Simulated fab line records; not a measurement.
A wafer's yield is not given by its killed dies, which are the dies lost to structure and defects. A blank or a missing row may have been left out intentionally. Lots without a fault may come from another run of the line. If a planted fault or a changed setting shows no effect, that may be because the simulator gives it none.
Matching of chambers / flow nand-harc / 4 sister chambers for NHARC_A_WL_FILL_STRIP_29 on rie-diel-04
The step strips in O2, time 20 s. 20 wafers are shown with their chamber, then 10 later ones without.

WAFERS PAIRED WITH THEIR CHAMBERS
wafer=L077.1; chamber=0; drypump-motor-current-A (A)=6.12; rf-vpp-V (V)=57.2; throttle-valve-pct (%)=17.033
wafer=L077.3; chamber=2; drypump-motor-current-A (A)=6.01; rf-vpp-V (V)=58.7; throttle-valve-pct (%)=17.040
wafer=L077.4; chamber=1; drypump-motor-current-A (A)=5.90; rf-vpp-V (V)=55.8; throttle-valve-pct (%)=17.018
wafer=L080.2; chamber=2; drypump-motor-current-A (A)=5.99; rf-vpp-V (V)=57.3; throttle-valve-pct (%)=17.025
wafer=L080.3; chamber=1; drypump-motor-current-A (A)=5.91; rf-vpp-V (V)=56.4; throttle-valve-pct (%)=17.041
wafer=L080.5; chamber=2; drypump-motor-current-A (A)=6.00; rf-vpp-V (V)=58.8; throttle-valve-pct (%)=17.016
wafer=L083.2; chamber=0; drypump-motor-current-A (A)=6.12; rf-vpp-V (V)=56.9; throttle-valve-pct (%)=17.039
wafer=L083.4; chamber=2; drypump-motor-current-A (A)=6.01; rf-vpp-V (V)=59.4; throttle-valve-pct (%)=17.031
wafer=L083.6; chamber=2; drypump-motor-current-A (A)=6.01; rf-vpp-V (V)=58.4; throttle-valve-pct (%)=17.034
wafer=L084.3; chamber=0; drypump-motor-current-A (A)=6.10; rf-vpp-V (V)=56.7; throttle-valve-pct (%)=17.025
wafer=L084.4; chamber=3; drypump-motor-current-A (A)=5.72; rf-vpp-V (V)=58.8; throttle-valve-pct (%)=17.029
wafer=L084.5; chamber=2; drypump-motor-current-A (A)=6.03; rf-vpp-V (V)=59.1; throttle-valve-pct (%)=17.038
wafer=L085.2; chamber=3; drypump-motor-current-A (A)=5.71; rf-vpp-V (V)=57.6; throttle-valve-pct (%)=17.025
wafer=L085.4; chamber=0; drypump-motor-current-A (A)=6.08; rf-vpp-V (V)=58.4; throttle-valve-pct (%)=17.028
wafer=L085.6; chamber=0; drypump-motor-current-A (A)=6.09; rf-vpp-V (V)=57.8; throttle-valve-pct (%)=17.043
wafer=L086.3; chamber=2; drypump-motor-current-A (A)=5.99; rf-vpp-V (V)=57.7; throttle-valve-pct (%)=17.028
wafer=L086.5; chamber=0; drypump-motor-current-A (A)=6.08; rf-vpp-V (V)=58.5; throttle-valve-pct (%)=17.038
wafer=L086.6; chamber=1; drypump-motor-current-A (A)=5.94; rf-vpp-V (V)=57.5; throttle-valve-pct (%)=17.047
wafer=L087.2; chamber=2; drypump-motor-current-A (A)=6.01; rf-vpp-V (V)=58.7; throttle-valve-pct (%)=17.015
wafer=L087.3; chamber=1; drypump-motor-current-A (A)=5.99; rf-vpp-V (V)=58.6; throttle-valve-pct (%)=17.045

SIGNATURES (averages over the wafers above)
reading=drypump-motor-current-A; chamber 0=6.0983; chamber 1=5.9350; chamber 2=6.0062; chamber 3=5.7150; scatter within a chamber=0.0221
reading=rf-vpp-V; chamber 0=57.583; chamber 1=57.075; chamber 2=58.513; chamber 3=58.200; scatter within a chamber=0.855
reading=throttle-valve-pct; chamber 0=17.03433; chamber 1=17.03775; chamber 2=17.02838; chamber 3=17.02700; scatter within a chamber=0.00934
Rule: for a wafer and a chamber, the distance is found by dividing, reading by reading, the gap between the wafer's reading and the chamber's mean by the reading's scatter, squaring, summing and taking the root. The wafer belongs to the nearest chamber; if the next one is less than 2 further off, it can't be placed. How the scatter is found: for the shown wafers, subtract from each reading the mean of its chamber, square and add these, divide the total by (wafers less chambers), then take the root.

WAFERS WHOSE CHAMBER IS MISSING
wafer=L087.4; drypump-motor-current-A (A)=6.09; rf-vpp-V (V)=57.2; throttle-valve-pct (%)=17.038
wafer=L092.1; drypump-motor-current-A (A)=6.01; rf-vpp-V (V)=58.8; throttle-valve-pct (%)=17.031
wafer=L092.3; drypump-motor-current-A (A)=5.68; rf-vpp-V (V)=58.0; throttle-valve-pct (%)=17.032
wafer=L092.6; drypump-motor-current-A (A)=6.08; rf-vpp-V (V)=58.5; throttle-valve-pct (%)=17.044
wafer=L095.3; drypump-motor-current-A (A)=6.04; rf-vpp-V (V)=58.5; throttle-valve-pct (%)=17.045
wafer=L095.4; drypump-motor-current-A (A)=5.95; rf-vpp-V (V)=57.1; throttle-valve-pct (%)=17.035
wafer=L095.6; drypump-motor-current-A (A)=6.02; rf-vpp-V (V)=58.3; throttle-valve-pct (%)=17.033
wafer=L096.3; drypump-motor-current-A (A)=6.12; rf-vpp-V (V)=58.4; throttle-valve-pct (%)=17.024
wafer=L096.4; drypump-motor-current-A (A)=5.92; rf-vpp-V (V)=56.3; throttle-valve-pct (%)=17.048
wafer=L096.5; drypump-motor-current-A (A)=5.93; rf-vpp-V (V)=57.4; throttle-valve-pct (%)=17.030

EACH ONE'S CHAMBER
wafer=L087.4; from the rows above=0; in truth=0
wafer=L092.1; from the rows above=2; in truth=2
wafer=L092.3; from the rows above=3; in truth=3
wafer=L092.6; from the rows above=0; in truth=0
wafer=L095.3; from the rows above=can't be placed: 2 or 0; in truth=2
wafer=L095.4; from the rows above=1; in truth=1
wafer=L095.6; from the rows above=2; in truth=2
wafer=L096.3; from the rows above=0; in truth=0
wafer=L096.4; from the rows above=1; in truth=1
wafer=L096.5; from the rows above=1; in truth=1
Placed correctly: 9 of 10. Cannot be placed on the basis of these rows: 1; the candidates contain the true chamber in 1. 0 placed wrongly.
